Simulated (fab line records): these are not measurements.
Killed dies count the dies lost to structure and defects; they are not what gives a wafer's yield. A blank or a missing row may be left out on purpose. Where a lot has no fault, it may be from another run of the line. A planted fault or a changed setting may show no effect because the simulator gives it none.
Matching of chambers + flow n5 finfet + 3 sister chambers for N5_BEOL_M2_DEP_57 on pecvd-02
The step deposits SiCN from 3MS/NH3, target thk 8 nm, time 14 s. 6 wafers are shown with their chamber, then 12 later ones without.

## WAFERS WITH THEIR CHAMBER
| wafer  | chamber | throttle valve pct (%) | showerhead plenum p Torr (Torr) |
|--------|---------|------------------------|---------------------------------|
| L085.2 | 1       | 9.1                    | 3.645                           |
| L085.4 | 1       | 9.0                    | 3.642                           |
| L085.5 | 0       | 9.7                    | 3.657                           |
| L090.2 | 2       | 8.3                    | 3.678                           |
| L090.4 | 2       | 8.1                    | 3.686                           |
| L090.6 | 0       | 9.2                    | 3.667                           |

## WAFERS WITHOUT THEIR CHAMBER
| wafer  | throttle valve pct (%) | showerhead plenum p Torr (Torr) |
|--------|------------------------|---------------------------------|
| L093.2 | 9.1                    | 3.646                           |
| L093.4 | 8.2                    | 3.678                           |
| L093.5 | 9.0                    | 3.636                           |
| L094.3 | 9.4                    | 3.663                           |
| L094.4 | 9.4                    | 3.654                           |
| L094.5 | 9.0                    | 3.644                           |
| L092.1 | 9.5                    | 3.658                           |
| L092.2 | 8.9                    | 3.648                           |
| L092.5 | 9.0                    | 3.639                           |
| L092.3 | 9.4                    | 3.654                           |
| L092.4 | 9.2                    | 3.638                           |
| L092.6 | 9.4                    | 3.665                           |

## CHAMBER TAKEN BY EACH
| wafer  | from the rows above     | in truth |
|--------|-------------------------|----------|
| L093.2 | 1                       | 1        |
| L093.4 | 2                       | 2        |
| L093.5 | 1                       | 1        |
| L094.3 | 0                       | 0        |
| L094.4 | can't be placed: 0 or 1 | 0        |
| L094.5 | 1                       | 1        |
| L092.1 | 0                       | 0        |
| L092.2 | 1                       | 1        |
| L092.5 | 1                       | 1        |
| L092.3 | can't be placed: 0 or 1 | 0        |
| L092.4 | 1                       | 1        |
| L092.6 | 0                       | 0        |
Correct placement for 10 of the 12. From these rows, 2 cannot be placed; in 2 the true chamber is one of the candidates. Placed wrongly: 0.
How it was worked out, from the rows above alone: a wafer's distance from a chamber is the root of the sum, over the readings, of the square of ((its reading less the chamber's mean) divided by the reading's scatter). If the next closest chamber is less than 2 further off than the closest, the wafer can't be placed; otherwise it belongs to the closest. Each chamber's mean is taken over the wafers shown for it. The scatter: the root of (the sum of the squares of (reading less its chamber's mean) over the shown wafers, divided by (wafers less chambers)).
